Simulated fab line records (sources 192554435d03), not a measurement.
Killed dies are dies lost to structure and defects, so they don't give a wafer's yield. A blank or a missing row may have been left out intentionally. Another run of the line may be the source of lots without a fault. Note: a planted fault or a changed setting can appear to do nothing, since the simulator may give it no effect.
Matching of chambers	flow n5 finfet	4 sister chambers for N5_BEOL_M13_VIA_ETCH_16 on rie diel-01
The step etches SiOC in C4F8/O2/Ar, target depth 921.7 nm. 20 wafers are shown with their chamber, then 10 later ones without.

## EACH WAFER AND ITS CHAMBER
wafer	chamber	drypump motor current A (A)	showerhead plenum p Torr (Torr)	oes product au (a.u.)
L076.3	1	5.0	3.59	0.76
L076.4	1	5.0	3.59	0.77
L076.6	0	6.7	3.53	0.67
L078.2	0	6.7	3.53	0.66
L078.4	0	6.7	3.53	0.67
L078.5	3	5.8	3.31	0.73
L080.1	3	5.7	3.31	0.73
L080.4	0	6.6	3.53	0.65
L080.6	3	5.7	3.31	0.73
L083.1	2	5.4	3.49	0.88
L083.4	1	5.0	3.58	0.75
L083.5	1	5.0	3.58	0.74
L084.2	2	5.4	3.49	0.85
L084.4	3	5.7	3.30	0.73
L084.6	1	5.0	3.58	0.74
L088.1	1	5.0	3.58	0.74
L088.2	3	5.7	3.30	0.71
L088.5	0	6.7	3.52	0.65
L089.3	2	5.4	3.49	0.84
L089.4	1	5.0	3.58	0.73

SIGNATURES, as means of the wafers listed above
reading	chamber 0	chamber 1	chamber 2	chamber 3	scatter within a chamber
drypump motor current A	6.680	5.000	5.400	5.720	0.0316
showerhead plenum p Torr	3.5280	3.5829	3.4900	3.3060	0.00463
oes product au	0.6600	0.7471	0.8567	0.7260	0.0131
Rule: a wafer lies at a distance from a chamber equal to the root of the sum of squares, over the readings, of (its reading less the chamber's mean, divided by the reading's scatter). If the next closest chamber is less than 2 further off than the closest, the wafer can't be placed; otherwise it belongs to the closest. The scatter: take each reading less its chamber's mean, square it, sum over the shown wafers, divide by the number of wafers less the number of chambers, and take the root.

## WAFERS WITH NO CHAMBER GIVEN
wafer	drypump motor current A (A)	showerhead plenum p Torr (Torr)	oes product au (a.u.)
L089.5	5.0	3.58	0.73
L090.3	5.4	3.49	0.83
L090.4	5.0	3.58	0.73
L090.5	5.0	3.58	0.73
L093.1	6.7	3.51	0.64
L093.4	5.0	3.57	0.72
L093.5	5.7	3.30	0.72
L095.2	5.7	3.29	0.71
L095.4	5.0	3.57	0.71
L095.6	5.7	3.29	0.70

## WHICH CHAMBER EACH WENT THROUGH
wafer	from the rows above	in truth
L089.5	1	1
L090.3	2	2
L090.4	1	1
L090.5	1	1
L093.1	0	0
L093.4	1	1
L093.5	3	3
L095.2	3	3
L095.4	1	1
L095.6	3	3
Placed correctly: 10 of 10. Number that these rows cannot place: 0. Placed wrongly: 0.
